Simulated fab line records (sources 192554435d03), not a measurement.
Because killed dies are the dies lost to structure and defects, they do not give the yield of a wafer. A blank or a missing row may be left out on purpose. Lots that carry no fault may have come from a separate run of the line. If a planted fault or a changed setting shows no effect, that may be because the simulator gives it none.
fab line records	flow n5_finfet
record: lots: 4	wafers: 12	last_day: 19
route steps=1938 shown DUMMY_GATE@234 SPACER0@258 SD_EPI_N@262 BEOL_M4@1111 PASSIVATION@1936
lots that met no fault: from a run of the same line without faults
start_h: the number of hours between the record's first day and the start of the first shown wafer of the lot	wait_h: hours elapsed since this lot's preceding step	" the same as in the row above	L1.1+2: a single row standing in for several wafers	- either no value or no given start	* or withheld: withheld	< > ~ a bound
route shown NAME@n: NAME is a module with steps in the file, n the number in the route of the first one	usual: mean/standard deviation taken from wafers without a fault	same: alike in all rows	chamber/n: place in a boat	sites: the reading at each site	_std_site: how widely they spread, as a standard deviation	_edge_site: the outer-site mean with the inner-site mean subtracted	radius_mm: for every site, how far away it sits from the centre of the wafer	mask NAME#n: copy n	behind: the most recent tool/chamber to have shaped the wafer	hold: what put the lot on hold/how long, in hours/how the hold closed	device: the n, p or np transistor that did not switch	end of line: the route-end tests of the same wafers	where a step has no rows: the recipe by itself	killed: dies that structure and defects cost at the first sort, which is not the same as the wafer's yield	map: shows each die of a wafer: x if killed, . if not, _ if none is there
set.NAME: the setting as run; set.NAME@STEP: as run at that earlier step	model.NAME: the simulator's own value behind a step, which no gauge read
certain route steps with their lots: each step a table, each wafer a row
services: the hour from which a tool's chamber was out of use, counted from the record's first day as start_h (under 0 if before that day), plus the number of hours and why
== steps ==
step: N5_DUMMY_GATE_DESCUM_20
recipe: chemistry: O2	time_s: 6.2	source_power_w: 50	bias_power_w: 20	pressure_mtorr: 20	rf_frequency_hz: 2.712e+07	temp_c: 40	resist: CAR-EUV	o2_flow_sccm: 225
step: N5_DUMMY_GATE_ETCH_29
recipe: chemistry: N2/H2	target: underlayer	target_depth_a: 130	ion_energy_ev: 200	pressure_mtorr: 30	source_w: 840	bias_w: 150	n2_flow_sccm: 200	h2_flow_sccm: 200
step: N5_DUMMY_GATE_ETCH_36
recipe: chemistry: CF4	target: SiARC	target_depth_a: 130	pressure_mtorr: 40	source_w: 545	bias_w: 36	Ar_flow_sccm: 100	cf4_flow_sccm: 100	ion_energy_ev: 80
step: N5_DUMMY_GATE_ETCH_37
recipe: chemistry: N2/H2	target: SOC	target_depth_a: 600	overetch_a: 300	temp_c: 40	ion_energy_ev: 200	pressure_mtorr: 30	source_w: 840	bias_w: 150	n2_flow_sccm: 200	h2_flow_sccm: 200
step: N5_DUMMY_GATE_STRIP_38
recipe: chemistry: N2/H2	temp_c: 40	n2_flow_sccm: 200	h2_flow_sccm: 200	rf_frequency_hz: 6e+07
step: N5_DUMMY_GATE_STRIP_39
recipe: chemistry: N2/H2	temp_c: 40	n2_flow_sccm: 200	h2_flow_sccm: 200	rf_frequency_hz: 6e+07
step: N5_DUMMY_GATE_TRIM_49
recipe: chemistry: O2	resist: SOC	time_s: 29	target_cd_nm: 14	source_power_w: 300	bias_power_w: 0	O2_flow_sccm: 100	temp_c: 20
step: N5_DUMMY_GATE_STRIP_40
recipe: chemistry: CF4	resist: SiARC	power_w: 300	bias_power_w: 75	pressure_mtorr: 50	cf4_flow_sccm: 150	rf_frequency_hz: 6e+07
step: N5_DUMMY_GATE_ETCH_31
recipe: chemistry: C4F6/O2	target: SiO2	mask_material: SOC	target_depth_a: 825	time_s: 27.5	ion_energy_ev: 250	pressure_mtorr: 30	source_w: 345	bias_w: 185	Ar_flow_sccm: 300	C4F6_flow_sccm: 10	O2_flow_sccm: 10
step: N5_DUMMY_GATE_STRIP_41
recipe: chemistry: O2	power_w: 400	temp_c: 40	pressure_mtorr: 30	rf_frequency_hz: 6e+07	bias_power_w: 0	overash_fraction: 0.3	o2_flow_sccm: 225
usual: drypump_motor_current_A: 5.8/0.5	oes_product_au: 0.79/0.094	rf_vpp_V: 3.6/0.48	showerhead_plenum_p_Torr: 2.10/0.075	temp_c: 40.00/0.11	throttle_valve_pct: 16.71/0.22
lot.wafer	tool	chamber	start_h	wait_h	drypump_motor_current_A	oes_product_au	rf_hours_counter_h	rf_vpp_V	showerhead_plenum_p_Torr	temp_c	throttle_valve_pct
L543.1	rie_diel-02	2	102.23	0.0	5.3	0.84	92	3.3	2.04	39.84	16.65
L543.2	"	1	"	"	6.5	0.97	1	3.7	2.24	39.89	16.43
L543.5	"	2	"	"	5.3	0.83	-	2.9	2.04	40.08	16.66
L550.1	rie_diel-02	0	136.14	0.0	6.2	0.70	235	3.7	2.14	39.94	16.42
L550.4	"	2	"	"	5.3	0.82	102	3.7	2.03	40.06	16.67
L550.5	"	2	"	"	5.3	0.83	-	3.3	2.03	40.01	16.66
L552.3	rie_diel-02	0	149.08	0.0	6.2	0.70	239	4.3	2.14	39.98	16.39
L552.4	"	1	"	"	6.6	0.92	15	3.3	2.24	39.83	16.48
L552.5	"	1	"	"	6.5	0.91	-	4.6	2.24	39.99	16.48
L557.1	rie_diel-05	1	187.46	0.0	5.6	0.69	221	3.3	2.16	40.00	16.76
L557.3	"	2	"	"	6.0	0.75	138	3.1	2.18	40.15	17.05
L557.6	"	2	"	"	6.0	0.76	-	3.5	2.18	39.83	17.03
step: N5_DUMMY_GATE_HM_OPEN_21
recipe: chemistry: CH3F/O2	target: SiNx	target_depth_a: 1200	Ar_flow_sccm: 150	CH3F_flow_sccm: 30	O2_flow_sccm: 23	time_s: 171.4	pressure_mtorr: 30	source_w: 395	bias_w: 73	ion_energy_ev: 120.7
step: N5_DUMMY_GATE_ETCH_32
recipe: chemistry: CF4	target: SiO2	target_depth_a: 35	time_s: 3.9	ion_energy_ev: 350	pressure_mtorr: 10	icp_w: 800	bias_w: 400	cf4_flow_sccm: 80
step: N5_DUMMY_GATE_ETCH_23
recipe: chemistry: HBr/Cl2/O2	HBr_flow_sccm: 150	Cl2_flow_sccm: 80	O2_flow_sccm: 12	bias_w: 102	target_depth_a: 410	time_s: 22.3	target: poly-Si	mask_material: SiO2	pressure_mtorr: 10	icp_w: 800
step: N5_DUMMY_GATE_ETCH_44
recipe: chemistry: HBr/O2	over_etch_frac: 0.7	target_depth_a: 1275	stop_on: SiO2	ion_energy_ev: 60	bias_w: 20	target: poly-Si	mask_material: SiO2	pressure_mtorr: 20	icp_w: 400	HBr_flow_sccm: 120	O2_flow_sccm: 10
step: N5_DUMMY_GATE_ETCH_42
recipe: chemistry: CHF3/O2	target: SiO2	target_depth_a: 35	time_s: 31	ion_energy_ev: 30	bias_w: 12	pressure_mtorr: 30	source_w: 600	Ar_flow_sccm: 200	CHF3_flow_sccm: 50	O2_flow_sccm: 5
step: N5_DUMMY_GATE_STRIP_48
recipe: chemistry: N2/H2	time_s: 20	power_w: 100	temp_c: 40	pressure_mtorr: 100	rf_frequency_hz: 6e+07	bias_power_w: 3	n2_flow_sccm: 300	h2_flow_sccm: 300
step: N5_DUMMY_GATE_PRECLEAN_33
recipe: chemistry: dHF	time_s: 10	dilution: 750:1	temp_c: 25
step: N5_DUMMY_GATE_PRECLEAN_25
recipe: chemistry: O3/DIW	time_s: 45	temp_c: 22	o3_ppm: 10
step: N5_DUMMY_GATE_PRECLEAN_51
recipe: chemistry: SC2	time_s: 45	temp_c: 35	mix: 1:1:50
step: N5_DUMMY_GATE_SRD_26
recipe: dry: ipa_marangoni	time_s: 30	temp_c: 23	rinse_liquid: diw
step: N5_DUMMY_GATE_UV_OZONE_45
recipe: time_s: 120	pressure_torr: 760	temp_c: 25
step: N5_DUMMY_GATE_INSPECT_27
recipe: inspect_instrument: brightfield	mode: aei
usual: raw_defect_count: 316/75
lot.wafer	tool	chamber	start_h	wait_h	raw_defect_count
L543.1	defect_inspect-01	-	103.10	0.0	336
L543.2	"	-	"	"	497
L543.5	"	-	"	"	332
L550.1	defect_inspect-02	-	136.95	0.0	1487
L550.4	"	-	"	"	1537
L550.5	"	-	"	"	1564
L552.3	defect_inspect-01	-	149.77	0.0	1630
L552.4	"	-	"	"	1566
L552.5	"	-	"	"	1512
L557.1	defect_inspect-02	-	188.14	0.0	259
L557.3	"	-	"	"	338
L557.6	"	-	"	"	305
step: N5_SPACER0_ALD_07
recipe: material: SiNx	target_thk_a: 20	temp_c: 400	ald_precursor_family: SiH2I2	ald_co_reactant: N2/H2-plasma	pressure_torr: 2
step: N5_SPACER0_ALD_00
recipe: material: SiOCN	target_thk_a: 35	temp_c: 400	ald_precursor_family: alkyl-aminosilane	ald_co_reactant: O2/N2-plasma	pulse_time_s: 3	purge_time_s: 2	co_reactant_purge_time_s: 2	ald_cycles: 58	pressure_torr: 2
step: N5_SPACER0_ALD_08
recipe: material: SiNx	target_thk_a: 20	temp_c: 400	ald_precursor_family: SiH2I2	ald_co_reactant: N2/H2-plasma	pressure_torr: 2
step: N5_SPACER0_INSPECT_04
recipe: inspect_instrument: darkfield	mode: post_dep
usual: raw_defect_count: 149/38
lot.wafer	tool	chamber	start_h	wait_h	raw_defect_count
L543.1	defect_inspect-02	-	103.71	0.1	171
L543.2	"	-	"	"	227
L543.5	"	-	"	"	161
L550.1	defect_inspect-02	-	139.10	0.1	1440
L550.4	"	-	"	"	1431
L550.5	"	-	"	"	1426
L552.3	defect_inspect-02	-	150.37	0.1	1462
L552.4	"	-	"	"	1423
L552.5	"	-	"	"	1405
L557.1	defect_inspect-01	-	189.17	0.1	104
L557.3	"	-	"	"	152
L557.6	"	-	"	"	199
step: N5_SD_EPI_N_COAT_32
recipe: resist: SOC	temp_c: 250	time_s: 60	spin_rpm: 1500	resist_thk_nm: 350
step: N5_SD_EPI_N_COAT_33
recipe: resist: SiARC	temp_c: 220	time_s: 60	spin_rpm: 1500	resist_thk_nm: 35
step: N5_SD_EPI_N_COAT_03
recipe: resist: CAR-ArF-block	spin_rpm: 1500	resist_thk_nm: 150
step: N5_SD_EPI_N_EBR_05
recipe: solvent: PGMEA	ebr_width_mm: 1.5
step: N5_SD_EPI_N_SOFTBAKE_04
recipe: temp_c: 110	time_s: 60	resist: CAR-ArF-block
step: N5_SD_EPI_N_EXPOSE_06
recipe: mask_id: SD_N_BLK	na: 1.35	source_shape: conventional	sigma_outer: 0.8	polarization: unpolarized	target_cd_nm: 120	dose_mj: 39.75
step: N5_SD_EPI_N_PEB_07
recipe: peb_temp_c: 110	peb_time_s: 60	resist: CAR-ArF-block
step: N5_SD_EPI_N_DEVELOP_08
recipe: develop_time_s: 30	developer: TMAH	resist: CAR-ArF-block	dev_temp_c: 23	rinse_liquid: diw	dry: air_spin
step: N5_SD_EPI_N_INSPECT_11
recipe: mode: adi	inspect_instrument: macro
usual: raw_defect_count: 2.0/1.5
lot.wafer	tool	chamber	start_h	wait_h	raw_defect_count
L543.1	defect_inspect-02	-	104.04	0.0	2
L543.2	"	-	"	"	1
L543.5	"	-	"	"	2
L550.1	defect_inspect-01	-	139.59	0.0	>300
L550.4	"	-	"	"	>300
L550.5	"	-	"	"	>300
L552.3	defect_inspect-01	-	150.70	0.0	>300
L552.4	"	-	"	"	>300
L552.5	"	-	"	"	>300
L557.1	defect_inspect-02	-	189.62	0.0	2
L557.3	"	-	"	"	2
L557.6	"	-	"	"	6
step: N5_SD_EPI_N_DESCUM_14
recipe: chemistry: O2	time_s: 7.9	source_power_w: 50	bias_power_w: 20	pressure_mtorr: 20	rf_frequency_hz: 2.712e+07	temp_c: 40	resist: CAR-ArF-block	o2_flow_sccm: 225
step: N5_BEOL_M4_RC_MEAS_101
usual: DIBL_N: 35.8/1.7	DIBL_P: 35.3/2	IOFF_N: 0.150/0.026	IOFF_P: 0.194/0.029	ION_N: 667/11	ION_P: 456/7.1	SS_N: 71.4/0.65	SS_P: 73.1/0.64	VT_N: 251/3	VT_P: -252/3.2
lot.wafer	tool	chamber	start_h	wait_h	DIBL_N[mV/V]	DIBL_P[mV/V]	IOFF_N[nA/um]	IOFF_P[nA/um]	ION_N[uA/um]	ION_P[uA/um]	SS_N[mV/dec]	SS_P[mV/dec]	VT_N[mV]	VT_P[mV]
L543.1	prober-01	0	272.94	0.0	34.8	33.6	0.120	0.192	652	457	70.5	73.7	255	-247
L543.2	"	0	"	"	35.2	34.7	0.132	0.202	664	460	71.2	73.4	255	-250
L543.5	"	0	"	"	33.9	32.6	0.111	0.176	662	458	71.1	73.0	255	-250
L550.1	prober-02	0	313.71	0.0	33.4	34.1	0.117	0.176	664	461	70.9	72.9	255	-251
L550.4	"	0	"	"	35.8	37.1	0.152	0.223	675	469	70.9	73.5	248	-249
L550.5	"	0	"	"	38.3	38.8	0.194	0.245	684	465	71.8	74.2	247	-246
L552.3	prober-01	0	328.23	0.5	39.4	37.0	0.190	0.205	678	460	71.7	73.9	249	-251
L552.4	"	0	"	"	36.6	35.6	0.147	0.191	652	451	70.9	72.9	251	-254
L552.5	"	0	"	"	35.1	33.1	0.126	0.163	663	454	71.0	72.5	253	-252
L557.1	prober-02	0	347.58	0.0	36.7	35.5	0.155	0.222	672	466	71.4	73.3	251	-249
L557.3	"	0	"	"	37.9	36.6	0.179	0.236	676	468	71.4	74.4	248	-250
L557.6	"	0	"	"	38.9	37.1	0.201	0.247	681	461	71.9	73.6	247	-248
step: N5_PASSIVATION_PROBE_49
usual: defect_limited_yield: 91.5/1.4	killed_at_M0_to_M3: 34/11	killed_at_M4_up: 15/6	killed_at_contacts: 11/5.9	killed_at_front_end: 37/11	killed_at_other: 3.6/2.9	killed_dies: 101/17	killed_open: 66/12	killed_short: 33/7.8	sort_bin_5_function: 5.0/0.97	sort_bin_6_memory: 3.2/0.65	sort_n_pass: 1079/17	sort_yield_pct: 91.4/1.4
same: gross_dies: 1180	killed_at_back_side: 0	sort_bin_4_leakage[%]: 0	sort_bin_8_speed[%]: 0
lot.wafer	tool	chamber	start_h	wait_h	defect_limited_yield[%]	killed_at_M0_to_M3	killed_at_M4_up	killed_at_contacts	killed_at_front_end	killed_at_other	killed_dies	killed_open	killed_short	sort_bin_5_function[%]	sort_bin_6_memory[%]	sort_n_pass	sort_yield_pct[%]
L543.1	prober-02	-	381.59	0.0	90.8	40	18	7	42	1	108	67	40	5.1	3.9	1072	90.8
L543.2	prober-02	-	381.64	0.1	89.3	37	21	6	56	6	126	77	42	6.4	3.9	1054	89.3
L543.5	prober-02	-	381.79	0.2	92.7	36	15	5	26	4	86	48	37	4.4	2.7	1094	92.7
L550.1	prober-01	-	423.65	0.0	81.4	14	5	6	194	1	220	34	22	10.4	3.8	960	81.4
L550.4	prober-01	-	423.80	0.2	79.9	16	10	10	197	4	237	49	26	12.6	2.9	943	79.9
L550.5	prober-01	-	423.85	0.2	79.7	21	17	5	197	0	240	59	23	11.6	4.2	940	79.7
L552.3	prober-01	-	440.47	0.1	76.9	44	21	15	191	2	273	87	33	14.5	4.4	907	76.9
L552.4	prober-01	-	440.52	0.2	78.1	37	22	18	181	1	259	83	20	13.4	4.5	921	78.1
L552.5	prober-01	-	440.57	0.2	79.4	31	11	24	177	0	243	66	27	13.1	4.2	937	79.4
L557.1	prober-02	-	461.95	0.0	92.4	20	8	11	48	3	90	59	31	3.7	3.5	1090	92.4
L557.3	prober-02	-	462.05	0.1	89.8	38	8	15	52	7	120	76	41	5.7	4.2	1060	89.8
L557.6	prober-02	-	462.20	0.3	92.8	22	12	16	33	2	85	54	28	4.1	2.9	1095	92.8
killed by level:class
L543.1 STI_FIN_REVEAL:geometric_particle:open=11 BEOL_M3:geometric_particle:open=10 BEOL_M0_SAQP:geometric_particle:open=9 BEOL_M4:geometric_particle:open=9 BEOL_M1:geometric_particle:open=8 FIN_SAQP:geometric_particle:short=5 GATE_CUT:geometric_particle:short=5 MOL_CONTACT_COAG:geometric_particle:open=5
L543.2 FIN_SAQP:geometric_particle:short=13 STI_FIN_REVEAL:geometric_particle:open=11 BEOL_M3:geometric_particle:open=11 BEOL_M4:geometric_particle:open=11 STARTING-WAFER:geometric_particle:open=8 FIN_SAQP:geometric_particle:open=7 DUMMY_GATE:geometric_particle:open=6 BEOL_M0_SAQP:geometric_particle:short=6
L543.5 BEOL_M1:geometric_particle:open=9 BEOL_M3:geometric_particle:open=8 GATE_CUT:geometric_particle:short=7 BEOL_M0_SAQP:geometric_particle:short=6 BEOL_M4:geometric_particle:open=6 DUMMY_GATE:geometric_particle:open=5 BEOL_M0_SAQP:geometric_particle:open=5 DUMMY_GATE:geometric_particle:short=4
L550.1 DUMMY_GATE:unspecified=163 STI_FIN_REVEAL:geometric_particle:open=7 GATE_CUT:geometric_particle:short=6 MOL_CONTACT_COAG:geometric_particle:open=6 BEOL_M2:geometric_particle:open=5 FIN_SAQP:geometric_particle:short=4 FIN_SAQP:geometric_particle:open=4 ILD0:geometric_particle:short=3
L550.4 DUMMY_GATE:unspecified=160 STI_FIN_REVEAL:geometric_particle:open=13 BEOL_M4:geometric_particle:open=7 MOL_CONTACT_COAG:geometric_particle:open=7 FIN_SAQP:geometric_particle:short=6 BEOL_M3:geometric_particle:open=5 DUMMY_GATE:geometric_particle:open=4 BEOL_M1:geometric_particle:open=4
L550.5 DUMMY_GATE:unspecified=157 STI_FIN_REVEAL:geometric_particle:open=15 BEOL_M4:geometric_particle:open=8 FIN_SAQP:geometric_particle:short=7 BEOL_M0_SAQP:geometric_particle:open=6 BEOL_M2:geometric_particle:open=6 DUMMY_GATE:geometric_particle:open=5 BEOL_M0_SAQP:geometric_particle:short=5
L552.3 DUMMY_GATE:unspecified=153 BEOL_M1:geometric_particle:open=14 STI_FIN_REVEAL:geometric_particle:open=11 MOL_CONTACT_COAG:geometric_particle:open=10 BEOL_M0_SAQP:geometric_particle:short=6 BEOL_M2:geometric_particle:open=6 BEOL_M4:geometric_particle:open=6 BEOL_M7:geometric_particle:open=6
L552.4 DUMMY_GATE:unspecified=156 MOL_CONTACT_COAG:geometric_particle:open=16 BEOL_M4:geometric_particle:open=12 BEOL_M2:geometric_particle:open=10 STI_FIN_REVEAL:geometric_particle:open=6 BEOL_M3:geometric_particle:open=6 BEOL_M0_SAQP:geometric_particle:short=5 BEOL_M0_SAQP:geometric_particle:open=5
L552.5 DUMMY_GATE:unspecified=150 MOL_CONTACT_COAG:geometric_particle:open=19 STI_FIN_REVEAL:geometric_particle:open=13 BEOL_M0_SAQP:geometric_particle:short=7 BEOL_M0_SAQP:geometric_particle:open=7 MOL_CONTACT_COAG:geometric_particle:short=5 BEOL_M2:geometric_particle:open=5 FIN_SAQP:geometric_particle:short=4
L557.1 STI_FIN_REVEAL:geometric_particle:open=11 FIN_SAQP:geometric_particle:open=9 FIN_SAQP:geometric_particle:short=8 MOL_CONTACT_COAG:geometric_particle:open=8 BEOL_M0_SAQP:geometric_particle:open=8 GATE_CUT:geometric_particle:open=5 STI_FIN_REVEAL:geometric_particle:short=4 GATE_CUT:geometric_particle:short=3
L557.3 FIN_SAQP:geometric_particle:open=16 MOL_CONTACT_COAG:geometric_particle:open=13 BEOL_M3:geometric_particle:open=12 FIN_SAQP:geometric_particle:short=10 STI_FIN_REVEAL:geometric_particle:open=10 GATE_CUT:geometric_particle:short=6 BEOL_M3:geometric_particle:short=6 BEOL_M0_SAQP:geometric_particle:short=5
L557.6 MOL_CONTACT_COAG:geometric_particle:open=12 FIN_SAQP:geometric_particle:short=8 FIN_SAQP:geometric_particle:open=5 BEOL_M3:geometric_particle:open=5 BEOL_M4:geometric_particle:open=5 DUMMY_GATE:geometric_particle:open=4 STI_FIN_REVEAL:geometric_particle:open=3 BEOL_M0_SAQP:geometric_particle:open=3
map L550.5 (x killed, . not)
_________________............________________
______________.x...x............_____________
___________.....................x..__________
__________....................x....._________
________.........x.............xx....._______
_______..x.............x...............______
______.......x.......x.................._____
_____...........xx.......................____
____...x.......x...........x.x.x..........___
___........x....x..........x...............__
___..xx..............x...x......x..........__
__...x.................x....x......x........_
__...................xx.....x..........x..x._
_...xx.....x....x....x.xxx.................x.
_x................x.xxxxxxxxx................
_.x...x....x......xxxxxxxxxxxxx..............
_............xx...xxxxxxxxxxxx..x..x.........
_x..........x.....xxxxxxxxxxxx..x............
_...............xxxxxxxxxxxxxxxxx...x........
_..............xxxxxxxxxxxxxxxx..x.....x.....
_......x..x.....xxxxxxxxxxxxxxxx.........x...
__..............xxxxxxxxxxxxxxx..x.......x.._
__..............x.xxxxxxxxxxx...x..........._
___.............x.xxxxxxxxxx..............x__
___..x.............x..xxxxxxx.x.x...x.....x__
____.................xxxx.xx..............___
_____..xx...x.........x.xxxxx......x.....____
______.................................._____
_______..................x......x...xx.______
________...........x..x..............._______
__________.......................x.x_________
___________..................x....x__________
______________..........x......._____________
_________________.........x..________________
map L552.3 (x killed, . not)
_________________............________________
______________.x..x..........xx._____________
___________.........x..............__________
__________.........................._________
________...x......x.....xx......x.x..x_______
_______.....x......x...x....x.....x....______
______.xx......x...x...................._____
_____.......xx............x..............____
____...........................x..x.....x.___
___..........x.....x.....x..x.x..x.........__
___....x.................x...x..x.xxxxxxxxx__
__............................xxxxxxxxxxx..._
__............xx..............xxxxxxxxxxxxxx_
_.....x...................x...xxxxxxxxxxxxxx.
_..........x...........x.....xxxxxxxxxxxxxxxx
_......x....................xx.xxxxxxxxxxxxxx
_......x...x.......x...x.....xxxxxxxxxxxxxxx.
_.....x....x.............xx....xxxxxxxxxxxxx.
_....................x..........xxxxxxxxxxx..
_...xx..x..x........x...x....xxxxxxxxxxxxxx.x
_............x........x.........xxxxxxxx.xxx.
__..xx........................x..xxxx.xxx..._
__....x..x.....................x......xx...x_
___x....................x............x.....__
___x...x.x.....x...x.......................__
____.......x..xx.....x...............xx.x.___
_____......x.....x....x.............x....____
______.x....x..x.............x.xx..x...x_____
_______.................xx....xxx.xx...______
________.....x......x.x.......xxx.x..._______
__________x...............x........x_________
___________......x.................__________
______________...x.......x..x..._____________
_________________..x.x......x________________
== services ==
tool	chamber	start_h	hours	kind
rie_diel-02	-	145.67	1.1	repair
rie_diel-05	0	186.26	-	clean
rie_diel-05	0	186.26	-	consumable_replace:focus_ring
rie_diel-05	0	186.26	17.9	scheduled_down
rie_diel-05	0	186.26	17.9	vent_cycle
== key ==
first_sign: step: N5_DUMMY_GATE_INSPECT_27	reading: raw_defect_count	direction: up	sigmas: 17	usual: 316	struck: 1549
effect: step: N5_SPACER0_INSPECT_04	reading: raw_defect_count	direction: up	sigmas: 34	usual: 149	struck: 1431
effect: step: N5_SD_EPI_N_INSPECT_11	reading: raw_defect_count	direction: up	sigmas: 99+	usual: 2.0	struck: >300
effect: step: N5_PASSIVATION_PROBE_49	reading: killed_at_front_end	direction: up	sigmas: 14	usual: 37	struck: 190
more_kills_born_at: N5_DUMMY_GATE_STRIP_41@rie_diel-02: 939
met_at N5_DUMMY_GATE_STRIP_41
struck_wafers L550.1,L550.4,L550.5,L552.3,L552.4,L552.5
onset_between 102.23 136.14
fault: kind: chamber_particle_source	tool: rie_diel-02	chamber: -	onset_h: 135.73	steps: N5_DUMMY_GATE_STRIP_41	rate_per_visit_cm2: 1.9651	end_h: 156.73
